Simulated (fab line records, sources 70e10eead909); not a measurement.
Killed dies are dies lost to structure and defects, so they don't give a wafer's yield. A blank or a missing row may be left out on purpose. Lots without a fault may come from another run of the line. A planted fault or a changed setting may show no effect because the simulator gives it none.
fab line records | flow nand_harc
record lots=12 wafers=36 last_day=25
route steps=1159 shown A_STAIRCASE@548 END@1159
lots that met no fault: from a run of the same line without faults
start_h: hours from the record's first day to the start of the lot's first wafer shown | wait_h: hours since the lot's step before | " the same as in the row above | L1.1+2: a row that stands for several wafers | - no value, or no start given | * or withheld: withheld | < > ~ a bound
route shown NAME@n: a module of which the file shows steps, and the number in the route of the first | usual: mean/standard deviation of fault-free wafers | same: alike in all rows | chamber/n: place in a boat | sites: the reading at each site | _std_site: their standard deviation | _edge_site: outer sites' mean less inner sites' | radius_mm: how far each site lies from the wafer's centre | mask NAME#n: copy n | behind: the tool/chamber that last shaped the wafer | hold: why the lot was held/for how many hours/how that ended | device: the transistor (n, p or np) that didn't switch | end of line: the same wafers' tests at the end of the route | a step without rows: its recipe alone | killed: dies lost to structure and defects at the first sort, not the wafer's yield | map: a wafer's dies, x killed, . not, _ none there
set.NAME: the setting as run; set.NAME@STEP: as run at that earlier step | model.NAME: the simulator's own value behind a step, which no gauge read
steps of the route over a sample of lots; a table a step, a row a wafer
services: from which hour (start_h, from the record's first day; less than 0 if before it) a tool's chamber was out of use, for how many hours, and why
## steps
# step NHARC_A_STAIRCASE_TRIM_12
# recipe time_s=211.2 o2_flow_sccm=500 ar_flow_sccm=0 bias_w=0 chemistry=O2
# usual drypump_motor_current_A=5.9/0.43 mfc_ar_sccm=0.009/0.013 oes_product_au=1.007/0.014 rf_vpp_V=57.7/0.9 showerhead_plenum_p_Torr=3.54/0.13 throttle_valve_pct=17.037/0.0089
# columns lot.wafer tool chamber start_h wait_h drypump_motor_current_A mfc_ar_sccm oes_product_au rf_hours_counter_h rf_vpp_V showerhead_plenum_p_Torr throttle_valve_pct
L533.3 rie_diel-08 3 240.96 0.1 6.5 0.007 1.030 37 56.1 3.38 17.034
L533.4 " 0 " " 6.2 0 1.010 39 56.2 3.54 17.030
L533.6 " 2 " " 6.3 0 0.998 - 59.1 3.60 17.032
L536.4 rie_diel-01 2 243.85 0.1 6.3 0 0.967 32 57.3 3.73 17.038
L536.3 " 3 " " 5.0 0.027 0.983 27 57.6 3.69 17.049
L536.2 " 0 " " 5.9 0 0.994 33 58.5 3.28 17.035
L538.1 rie_diel-03 1 253.27 0.1 5.7 0 1.004 7 56.8 3.44 17.040
L538.5 " 0 " " 5.7 0 1.015 - 57.6 3.61 17.034
L538.6 " 1 " " 5.7 0 1.008 - 57.9 3.44 17.046
L537.2 rie_diel-08 3 253.54 0.1 6.5 0.007 1.013 43 57.3 3.38 17.022
L537.4 " 1 " " 6.0 0.020 1.003 47 57.5 3.43 17.034
L537.5 " 0 " " 6.2 0 1.016 - 57.4 3.54 17.034
L540.3 rie_diel-03 0 286.70 0.1 5.7 0 1.014 20 56.9 3.60 17.030
L540.1 " 2 " " 5.5 0.044 1.008 19 57.9 3.62 17.037
L540.6 " 1 " " 5.7 0 1.007 - 57.3 3.43 17.026
L543.1 rie_diel-08 1 291.94 0.1 6.0 0.020 1.023 60 57.5 3.42 17.027
L543.4 " 3 " " 6.5 0.007 1.035 56 58.5 3.37 17.049
L543.5 " 1 " " 6.1 0.020 1.007 - 56.7 3.43 17.038
L545.3 rie_diel-08 2 316.71 1.5 6.3 0 1.012 3 59.6 3.58 17.056
L545.1 " 1 " " 6.1 0.020 0.996 4 57.3 3.42 17.036
L545.5 " 2 " " 6.3 0 1.013 - 57.4 3.58 17.030
L547.1 rie_diel-03 1 322.67 0.1 5.6 0 1.002 36 58.3 3.43 17.032
L547.3 " 2 " " 5.5 0.044 1.016 35 59.3 3.61 17.035
L547.5 " 0 " " 5.7 0 1.017 - 58.3 3.59 17.053
L549.2 rie_diel-03 1 331.70 0.1 5.7 0 0.997 39 56.9 3.42 17.048
L549.1 " 0 " " 5.7 0 1.000 41 57.9 3.59 17.032
L549.6 " 2 " " 5.5 0.044 1.001 - 58.8 3.61 17.037
L550.3 rie_diel-08 2 336.41 0.1 6.3 0 1.020 11 58.0 3.58 17.047
L550.2 " 3 " " 6.5 0.007 1.037 10 56.8 3.36 17.025
L550.4 " 0 " " 6.2 0 1.013 10 57.3 3.52 17.043
L555.3 rie_diel-01 1 355.94 0.1 5.2 0.016 0.997 7 58.0 3.77 17.048
L555.2 " 3 " " 5.0 0.027 0.991 7 57.5 3.67 17.036
L555.4 " 0 " " 5.9 0 0.998 7 57.7 3.80 17.028
L556.3 rie_diel-01 3 379.39 0.1 5.0 0.027 1.001 13 57.7 3.66 17.035
L556.2 " 1 " " 5.2 0.016 1.006 13 57.8 3.76 17.045
L556.6 " 0 " " 5.8 0 0.990 - 57.4 3.80 17.035
# step NHARC_A_STAIRCASE_TRIM_18
# recipe time_s=211.2 o2_flow_sccm=500 ar_flow_sccm=0 bias_w=0 chemistry=O2
# usual drypump_motor_current_A=5.9/0.43 mfc_ar_sccm=0.009/0.013 oes_product_au=1.004/0.016 rf_vpp_V=57.8/0.92 showerhead_plenum_p_Torr=3.54/0.13 throttle_valve_pct=17.038/0.0087
# columns lot.wafer tool chamber start_h wait_h drypump_motor_current_A mfc_ar_sccm oes_product_au rf_hours_counter_h rf_vpp_V showerhead_plenum_p_Torr throttle_valve_pct
L533.4 rie_diel-08 1 241.86 - 6.1 0.020 1.011 42 57.4 3.44 17.034
L533.3 " 0 " " 6.2 0 1.023 39 58.6 3.54 17.029
L533.6 " 1 " " 6.1 0.020 1.007 - 56.2 3.43 17.031
L536.2 rie_diel-01 3 244.63 - 5.0 0.027 0.987 28 58.4 3.69 17.055
L536.4 " 0 " " 5.9 0 0.989 34 56.1 3.28 17.042
L536.3 " 1 " " 5.2 0.016 0.978 33 57.3 3.79 17.039
L538.1 rie_diel-03 0 254.09 - 5.7 0 0.999 9 57.3 3.61 17.027
L538.5 " 0 " " 5.7 0 1.010 - 57.5 3.61 17.042
L538.6 " 1 " " 5.6 0 1.007 - 57.1 3.44 17.023
L537.2 rie_diel-08 1 254.39 - 6.1 0.020 1.008 48 58.2 3.43 17.033
L537.4 " 2 " " 6.2 0 1.000 46 57.0 3.59 17.029
L537.5 " 2 " " 6.3 0 1.015 - 57.4 3.59 17.040
L540.1 rie_diel-03 0 287.48 - 5.7 0 1.012 21 57.7 3.60 17.038
L540.3 " 1 " " 5.6 0 1.000 20 57.8 3.43 17.039
L540.6 " 0 " " 5.7 0 1.000 - 58.8 3.60 17.037
L543.1 rie_diel-08 0 293.19 - 6.2 0 1.020 59 55.8 3.53 17.024
L543.4 " 1 " " 6.0 0.020 1.014 62 57.9 3.42 17.039
L543.5 " 0 " " 6.2 0 1.030 - 58.1 3.53 17.035
L545.3 rie_diel-08 2 317.47 - 6.3 0 1.007 4 57.5 3.58 17.041
L545.1 " 3 " " 6.5 0.007 1.013 3 57.0 3.37 17.035
L545.5 " 3 " " 6.5 0.007 1.020 - 57.8 3.37 17.038
L547.1 rie_diel-03 0 323.35 - 5.7 0 1.184 38 59.7 3.59 17.058
L547.3 " 1 " " 5.7 0 1.183 36 58.3 3.43 17.042
L547.5 " 0 " " 5.7 0 1.008 - 58.0 3.59 17.035
L549.1 rie_diel-03 3 332.42 - 5.6 0 1.196 40 58.8 3.48 17.040
L549.2 " 0 " " 5.7 0 1.186 41 58.2 3.59 17.025
L549.6 " 1 " " 5.6 0 1.007 - 58.5 3.42 17.055
L550.4 rie_diel-08 1 337.12 - 6.1 0.020 1.002 11 58.6 3.42 17.040
L550.2 " 2 " " 6.3 0 1.019 11 58.9 3.58 17.036
L550.3 " 3 " " 6.5 0.007 1.037 10 56.8 3.36 17.033
L555.4 rie_diel-01 2 357.48 - 6.2 0 0.974 7 58.3 3.71 17.028
L555.3 " 0 " " 5.9 0 0.985 8 60.1 3.80 17.016
L555.2 " 1 " " 5.2 0.016 0.999 8 58.8 3.77 17.037
L556.2 rie_diel-01 2 381.99 - 6.3 0 0.984 14 57.0 3.71 17.037
L556.3 " 0 " " 5.8 0 0.989 15 58.4 3.80 17.030
L556.6 " 3 " " 5.1 0.027 0.979 - 57.8 3.66 17.038
# step NHARC_A_STAIRCASE_ETCH_23
# recipe target_depth_a=1000 time_s=40.5 ion_energy_ev=400 c4f8_flow_sccm=20 o2_flow_sccm=10 ar_flow_sccm=withheld rf_w=600 bias_w=1000 chemistry=C4F8/O2
# usual oes_product_au=0.949/0.019 rf_vpp_V=897/5.4
# columns lot.wafer tool chamber start_h wait_h oes_product_au rf_hours_counter_h rf_vpp_V
L533.4 rie_diel-03 1 - - 0.974 4 893
L533.3 " 3 " " 0.950 5 895
L533.6 " 1 " " 0.976 - 892
L536.2 rie_diel-01 3 - - 0.918 28 904
L536.4 " 1 " " 0.928 33 906
L536.3 " 2 " " 0.936 33 903
L538.1 rie_diel-03 3 - - 0.932 10 894
L538.5 " 1 " " 0.947 - 893
L538.6 " 2 " " 0.949 - 900
L537.2 rie_diel-08 2 - - 0.939 46 896
L537.4 " 3 " " 0.950 44 890
L537.5 " 1 " " 0.939 - 893
L540.1 rie_diel-08 1 - - 0.978 59 892
L540.3 " 2 " " 0.966 57 898
L540.6 " 0 " " 0.988 - 894
L543.4 rie_diel-08 2 - - 0.949 60 898
L543.1 " 3 " " 0.980 57 890
L543.5 " 1 " " 0.959 - 894
L545.1 rie_diel-03 1 - - 0.948 35 892
L545.3 " 3 " " 0.962 36 894
L545.5 " 1 " " 0.944 - 891
L547.1 rie_diel-08 1 - - 0.930 7 893
L547.3 " 2 " " 0.959 7 898
L547.5 " 1 " " 0.938 - 891
L549.1 rie_diel-08 3 - - 1.000 9 890
L549.2 " 0 " " 0.972 10 897
L549.6 " 3 " " 0.995 - 892
L550.4 rie_diel-08 2 - - 0.955 11 898
L550.3 " 0 " " 0.960 11 895
L550.2 " 1 " " 0.938 12 891
L555.4 rie_diel-01 2 - - 0.903 8 905
L555.3 " 3 " " 0.920 9 903
L555.2 " 0 " " 0.920 9 906
L556.3 rie_diel-01 2 - - 0.933 15 902
L556.2 " 3 " " 0.926 16 899
L556.6 " 1 " " 0.932 - 905
# step NHARC_A_STAIRCASE_ETCH_27
# recipe target_depth_a=1000 time_s=40.5 ion_energy_ev=400 c4f8_flow_sccm=20 o2_flow_sccm=10 ar_flow_sccm=withheld rf_w=600 bias_w=1000 chemistry=C4F8/O2
# usual oes_product_au=0.944/0.017 rf_vpp_V=897/5.4
# columns lot.wafer tool chamber start_h wait_h oes_product_au rf_hours_counter_h rf_vpp_V
L533.3 rie_diel-03 3 - - 0.943 5 896
L533.4 " 1 " " 0.944 4 893
L533.6 " 0 " " 0.941 - 900
L536.3 rie_diel-01 1 - - 0.944 34 905
L536.2 " 2 " " 0.924 33 903
L536.4 " 0 " " 0.957 34 886
L537.4 rie_diel-08 0 - - 0.959 46 897
L537.2 " 3 " " 0.949 44 889
L537.5 " 1 " " 0.946 - 892
L538.1 rie_diel-03 3 - - 0.933 12 895
L538.5 " 0 " " 0.940 - 899
L538.6 " 1 " " 0.945 - 893
L540.3 rie_diel-08 0 - - 0.974 57 897
L540.1 " 1 " " 0.964 59 893
L540.6 " 3 " " 0.967 - 890
L543.1 rie_diel-08 3 - - 0.977 57 890
L543.4 " 2 " " 0.954 60 898
L543.5 " 3 " " 0.986 - 890
L545.1 rie_diel-03 1 - - 0.948 35 891
L545.3 " 3 " " 0.942 36 894
L545.5 " 1 " " 0.942 - 892
L547.3 rie_diel-08 1 - - 0.929 8 892
L547.1 " 2 " " 0.946 7 898
L547.5 " 0 " " 0.956 - 895
L549.1 rie_diel-08 0 - - 0.966 10 896
L549.2 " 1 " " 0.947 10 892
L549.6 " 1 " " 0.931 - 891
L550.3 rie_diel-08 2 - - 0.947 12 898
L550.4 " 3 " " 0.975 11 890
L550.2 " 0 " " 0.965 11 897
L555.4 rie_diel-01 0 - - 0.925 10 904
L555.3 " 2 " " 0.918 9 901
L555.2 " 3 " " 0.929 9 899
L556.2 rie_diel-01 2 - - 0.928 15 902
L556.3 " 3 " " 0.920 16 901
L556.6 " 1 " " 0.942 - 905
# step NHARC_END_SORT_01
# recipe temp_c=25
# usual killed_at_array=27/10 killed_at_other=0.6/0.96 killed_at_periphery=3.4/2.7 killed_dies=31/10 killed_open=2.9/1.8 killed_short=1.8/1.4
# same gross_dies=677
# columns lot.wafer tool chamber start_h wait_h killed_at_array killed_at_other killed_at_periphery killed_dies killed_open killed_short
L536.2 prober-01 0 450.33 2.8 31 0 4 35 1 3
L536.3 prober-01 0 451.13 3.1 25 1 3 29 1 2
L536.4 prober-01 0 451.93 3.4 33 0 1 34 4 4
L545.5 prober-01 0 512.77 3.7 12 4 4 20 6 2
L549.1 prober-02 0 531.34 2.5 28 0 1 29 5 3
L549.2 prober-02 0 532.13 2.8 15 0 1 16 2 5
L549.6 prober-02 0 535.29 3.9 18 1 0 19 4 4
L547.1 prober-01 0 531.39 2.5 36 2 2 40 3 1
L547.3 prober-01 0 532.99 3.1 29 0 4 33 5 1
L547.5 prober-01 0 534.58 3.7 18 1 3 22 3 1
# killed by level:class
L536.2 A_SLIT:chamber_film_flake=13 A_CHANNEL_HOLE_D1:chamber_film_flake=12 P_STI:chamber_film_flake=2 A_CONTACT:chamber_film_flake=2 P_M2:geometric_particle:short=1 A_CHANNEL_FILL_D1:geometric_particle:short=1 A_WL_FILL:geometric_particle:open=1 A_WL_FILL:geometric_particle:short=1
L536.3 A_SLIT:chamber_film_flake=11 A_CHANNEL_HOLE_D1:chamber_film_flake=8 P_STI:chamber_film_flake=3 A_CONTACT:chamber_film_flake=3 A_CONTACT:geometric_particle:short=2 A_CONTACT:geometric_particle:open=1 THIN_TSV:chamber_film_flake=1
L536.4 A_CHANNEL_HOLE_D1:chamber_film_flake=14 A_SLIT:chamber_film_flake=11 A_CONTACT:geometric_particle:short=2 A_CONTACT:geometric_particle:open=2 P_CONTACT:geometric_particle:open=1 A_SOURCE_PLATE:geometric_particle:short=1 A_CHANNEL_FILL_D1:geometric_particle:short=1 A_M0:geometric_particle:open=1
L545.5 A_STAIRCASE:chamber_film_flake=4 THIN_TSV:chamber_film_flake=4 P_CONTACT:geometric_particle:open=3 P_M0:geometric_particle:open=1 A_CHANNEL_FILL_D1:geometric_particle:open=1 A_WL_FILL:geometric_particle:short=1 A_CONTACT:geometric_particle:short=1 A_BLC:geometric_particle:open=1
L549.1 A_STAIRCASE:area_trim=13 A_CHANNEL_HOLE_D1:chamber_film_flake=5 A_CHANNEL_FILL_D1:geometric_particle:open=2 A_CONTACT:chamber_film_flake=2 P_CONTACT:geometric_particle:short=1 A_ONON_D1:geometric_particle:open=1 A_CHANNEL_FILL_D1:geometric_particle:short=1 A_SGD_CUT:geometric_particle:open=1
L547.1 A_CHANNEL_HOLE_D1:chamber_film_flake=26 A_CONTACT:chamber_film_flake=3 A_CONTACT:geometric_particle:open=2 THIN_TSV:chamber_film_flake=2 P_M1:geometric_particle:short=1 A_CHANNEL_HOLE_D1:geometric_particle:open=1 P_ZERO_WELL:chamber_film_flake=1 A_ZERO_WELL:chamber_film_flake=1
L549.2 A_CHANNEL_HOLE_D1:chamber_film_flake=3 A_ONON_D1:geometric_particle:short=2 A_STAIRCASE:chamber_film_flake=2 A_CONTACT:chamber_film_flake=2 A_CHANNEL_HOLE_D1:geometric_particle:short=1 A_SGD_CUT:geometric_particle:short=1 A_SGD_CUT:geometric_particle:open=1 A_CONTACT:geometric_particle:short=1
L547.3 A_CHANNEL_HOLE_D1:chamber_film_flake=16 A_STAIRCASE:chamber_film_flake=3 A_CONTACT:chamber_film_flake=3 A_STAIRCASE:area_trim=3 P_CONTACT:geometric_particle:open=1 P_M1:geometric_particle:open=1 P_M2:geometric_particle:short=1 A_CHANNEL_FILL_D1:geometric_particle:open=1
L547.5 A_CHANNEL_HOLE_D1:chamber_film_flake=11 A_CONTACT:chamber_film_flake=2 A_CHANNEL_FILL_D1:chamber_film_flake=1 P_M0:geometric_particle:open=1 A_SOURCE_PLATE:geometric_particle:open=1 A_CHANNEL_FILL_D1:geometric_particle:open=1 A_CONTACT:geometric_particle:short=1 P_ZERO_WELL:chamber_film_flake=1
L549.6 A_CONTACT:chamber_film_flake=6 A_CHANNEL_HOLE_D1:chamber_film_flake=5 A_CHANNEL_FILL_D1:geometric_particle:open=2 A_SOURCE_PLATE:geometric_particle:short=1 A_SGD_CUT:geometric_particle:short=1 A_M0:geometric_particle:open=1 A_M1:geometric_particle:short=1 A_BONDPAD:geometric_particle:open=1
## services
# columns tool chamber start_h hours kind
rie_diel-08 0 232.27 - clean
rie_diel-08 1 232.27 - clean
rie_diel-08 2 232.27 - clean
rie_diel-08 3 232.27 - clean
rie_diel-08 0 256.77 - clean
rie_diel-08 1 256.77 - clean
rie_diel-08 2 256.77 - clean
rie_diel-08 3 256.77 - clean
rie_diel-01 0 264.34 4.4 repair
rie_diel-08 3 265.31 3.5 repair
rie_diel-08 0 281.27 - clean
rie_diel-08 1 281.27 - clean
rie_diel-08 2 281.27 - clean
rie_diel-08 3 281.27 - clean
rie_diel-08 - 301.80 9.0 pm
rie_diel-08 0 301.80 9.0 vent_cycle
rie_diel-08 1 301.80 9.0 vent_cycle
rie_diel-08 2 301.80 9.0 vent_cycle
rie_diel-08 3 301.80 9.0 vent_cycle
rie_diel-08 0 310.80 - clean
rie_diel-08 1 310.80 - clean
rie_diel-08 2 310.80 - clean
rie_diel-08 3 310.80 - clean
rie_diel-01 - 323.45 9.0 pm
## key
first_sign step=NHARC_A_STAIRCASE_TRIM_18 reading=oes_product_au direction=up sigmas=11 usual=1.004 struck=1.187
effect none on later readings
met_at NHARC_A_STAIRCASE_TRIM_18
struck_lots L547,L549
struck_wafers L547.1,L547.3,L549.1,L549.2
tester_left_out L547,L549
not_acting_at NHARC_A_STAIRCASE_TRIM_12,NHARC_A_STAIRCASE_ETCH_23,NHARC_A_STAIRCASE_ETCH_27
onset_between 287.48 323.35
fault kind=process_parameter_drift tool=rie_diel-03 chamber=- onset_h=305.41 steps=NHARC_A_STAIRCASE_TRIM_18 channel=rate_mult offset=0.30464 shape=step end_h=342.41 scope=struck_wafers_only
# tester_left_out: of these lots the tester's yield and bins aren't shown, on N5 and GAA mostly nor the transistor test; their killed dies are dies lost to structure and defects alone, not to doping, threshold or leakage, so they don't give the yield
